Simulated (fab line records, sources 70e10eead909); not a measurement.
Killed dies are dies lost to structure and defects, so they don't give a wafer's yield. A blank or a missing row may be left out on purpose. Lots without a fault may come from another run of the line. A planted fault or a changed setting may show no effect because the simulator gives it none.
Which tool did it? | flow nand_harc | 24 lots, 72 wafers sampled, at 2 steps of a route of 1159

WHAT THE GAUGES READ, wafer by wafer
NHARC_A_SLIT_OVL_MEAS_10. Usual: overlay_x_nm -0.2 nm, standard deviation 0.81; overlay_y_nm -0.1 nm, standard deviation 0.97.
lot  | measured     | on         | overlay_x_nm (nm) | overlay_y_nm (nm) | flag
L075 | day 14 03:26 | overlay-02 | -0.1 0.3 0.0      | -1.0 -0.8 -0.6    |
L074 | day 14 04:08 | overlay-02 | -0.7 -0.7 -0.5    | 0.3 0.1 0.1       |
L077 | day 14 15:45 | overlay-01 | -1.7 -1.3 -1.7    | 0.8 1.0 0.3       |
L076 | day 14 17:04 | overlay-02 | -0.1 -0.3 0.3     | -0.2 0.4 0.9      |
L079 | day 15 15:05 | overlay-02 | -0.8 -1.0 -0.5    | -0.4 0.0 0.2      |
L078 | day 15 14:49 | overlay-01 | 0.1 -0.2 -0.1     | 1.0 0.7 1.0       |
L080 | day 16 07:13 | overlay-01 | -1.3 -1.1 -1.4    | 0.1 0.1 -0.2      |
L081 | day 16 09:19 | overlay-01 | 0.2 0.5 0.8       | -0.2 0.3 -0.3     |
L082 | day 16 09:57 | overlay-01 | -1.1 -1.8 -1.4    | 0.9 1.8 1.5       |
L084 | day 16 18:47 | overlay-01 | 0.5 -0.1 1.0      | -0.4 0.3 0.3      |
L083 | day 16 19:03 | overlay-02 | -0.4 0.1 -0.2     | -0.4 -0.3 -0.7    |
L087 | day 17 10:56 | overlay-02 | 0.1 -0.2 -0.4     | 0.4 1.3 0.4       |
L085 | day 17 11:31 | overlay-02 | -0.9 -1.3 -0.8    | 0.2 0.3 0.2       |
L086 | day 17 11:41 | overlay-01 | 1.7 2.0 1.3       | -0.1 0.1 0.0      |
L089 | day 17 21:43 | overlay-02 | -0.3 -0.1 0.1     | 0.3 0.6 0.2       |
L088 | day 17 21:52 | overlay-01 | -0.3 -0.9 -0.7    | -0.7 -0.8 -0.5    |
L090 | day 18 12:02 | overlay-01 | -0.1 0.6 -0.6     | -1.4 -0.2 -0.7    |
L091 | day 18 13:14 | overlay-02 | 0.1 -0.1 -0.9     | -0.7 -0.3 -0.5    |
L092 | day 18 22:55 | overlay-01 | -1.2 -1.2 -0.5    | -1.5 -2.3 -2.0    |
L093 | day 19 14:30 | overlay-01 | -0.1 -0.1 0.5     | -1.0 -0.6 -0.9    |
L096 | day 19 14:49 | overlay-01 | -0.1 -0.3 0.0     | 1.5 1.7 1.6       |
L094 | day 19 16:41 | overlay-01 | 0.8 0.6 0.1       | -3.0 -3.6 -2.4    |
L095 | day 19 20:23 | overlay-01 | 1.0 -0.1 0.1      | -0.2 -0.2 -0.2    |
L097 | day 20 11:43 | overlay-02 | 1.0 0.9 0.9       | 1.0 0.1 0.8       |

WHICH TOOL RAN EACH LOT (tool, then ch and the chambers of the sampled wafers, then the start)
lot  | NHARC_A_SGD_CUT_ETCH_16
L075 | rie_diel-13 ch 1,3, day 14 03:26 or earlier
L074 | rie_diel-03 ch 0,3, day 14 04:08 or earlier
L077 | rie_diel-13 ch 1,2,3, day 14 15:45 or earlier
L076 | rie_diel-03 ch 0,1,2, day 14 17:04 or earlier
L079 | rie_diel-03 ch 1,3, day 15 15:05 or earlier
L078 | rie_diel-13 ch 0,1,2, day 15 14:49 or earlier
L080 | rie_diel-02 ch 0,1,3, day 16 07:13 or earlier
L081 | rie_diel-13 ch 0,1, day 16 09:19 or earlier
L082 | rie_diel-03 ch 0,1, day 16 09:57 or earlier
L084 | rie_diel-03 ch 0,1,2, day 16 18:47 or earlier
L083 | rie_diel-13 ch 0,2, day 16 19:03 or earlier
L087 | rie_diel-03 ch 0,2,3, day 17 10:56 or earlier
L085 | rie_diel-02 ch 0,2, day 17 11:31 or earlier
L086 | rie_diel-03 ch 1,2, day 17 11:41 or earlier
L089 | rie_diel-02 ch 1,2, day 17 21:43 or earlier
L088 | rie_diel-13 ch 0,2,3, day 17 21:52 or earlier
L090 | rie_diel-02 ch 0,1, day 18 12:02 or earlier
L091 | rie_diel-13 ch 1,2, day 18 13:14 or earlier
L092 | rie_diel-03 ch 0,1,2, day 18 22:55 or earlier
L093 | rie_diel-02 ch 0,2,3, day 19 14:30 or earlier
L096 | rie_diel-03 ch 0,1,2, day 19 05:56
L094 | rie_diel-03 ch 0,3, day 19 16:41 or earlier
L095 | rie_diel-02 ch 0,3, day 19 20:23 or earlier
L097 | rie_diel-03 ch 1,2, day 20 11:43 or earlier
- NHARC_A_SGD_CUT_ETCH_16: etches the open film in C4F8/O2/Ar, target depth 310.5 nm, time 155.2 s.

WHAT THE TOOLS THEMSELVES READ (means of the sampled wafers that have a number; where no wafer has one, the mark that the record gives instead)
NHARC_A_SGD_CUT_ETCH_16. Usual: oes_product_au 0.976 a.u., standard deviation 0.014; rf_vpp_V 721 V, standard deviation 4.4.
lot  | tool        | oes_product_au (a.u.) | rf_vpp_V (V) | flag
L075 | rie_diel-13 | 0.980                 | 720          |
L074 | rie_diel-03 | 0.978                 | 725          |
L077 | rie_diel-13 | 0.974                 | 719          |
L076 | rie_diel-03 | 0.979                 | 723          |
L079 | rie_diel-03 | 0.978                 | 719          |
L078 | rie_diel-13 | 0.982                 | 721          |
L080 | rie_diel-02 | 0.975                 | 721          |
L081 | rie_diel-13 | 0.988                 | 723          |
L082 | rie_diel-03 | 0.973                 | 724          |
L084 | rie_diel-03 | 0.985                 | 723          |
L083 | rie_diel-13 | 0.974                 | 723          |
L087 | rie_diel-03 | 0.978                 | 724          |
L085 | rie_diel-02 | 0.949                 | 722          |
L086 | rie_diel-03 | 0.969                 | 720          |
L089 | rie_diel-02 | 0.986                 | 716          |
L088 | rie_diel-13 | 0.981                 | 721          |
L090 | rie_diel-02 | 0.972                 | 720          |
L091 | rie_diel-13 | 0.943                 | 718          |
L092 | rie_diel-03 | 0.976                 | 723          |
L093 | rie_diel-02 | 0.966                 | 721          |
L096 | rie_diel-03 | 1.005                 | 722          |
L094 | rie_diel-03 | 0.988                 | 723          |
L095 | rie_diel-02 | 0.985                 | 725          |
L097 | rie_diel-03 | 0.968                 | 720          |

THE ANSWER, worked out from the rows above alone
Rule: a lot is off if the mean of its wafers that have a number lies more than 3 standard deviations from the usual mean. A lot without any number at a reading at which 4 lots or more have one is off too. The other lots that the step has rows for count as sound. The gauges are gone through in route order, then the tools' own readings, and for those a lot's mean is taken as printed above. The first step at which some lot is off is used, and at that step the reading that is off furthest; a lot without a number counts as furthest.
No lot is off at any reading shown: from this, nothing can be told.

WHAT THE SIMULATOR HAD PUT IN
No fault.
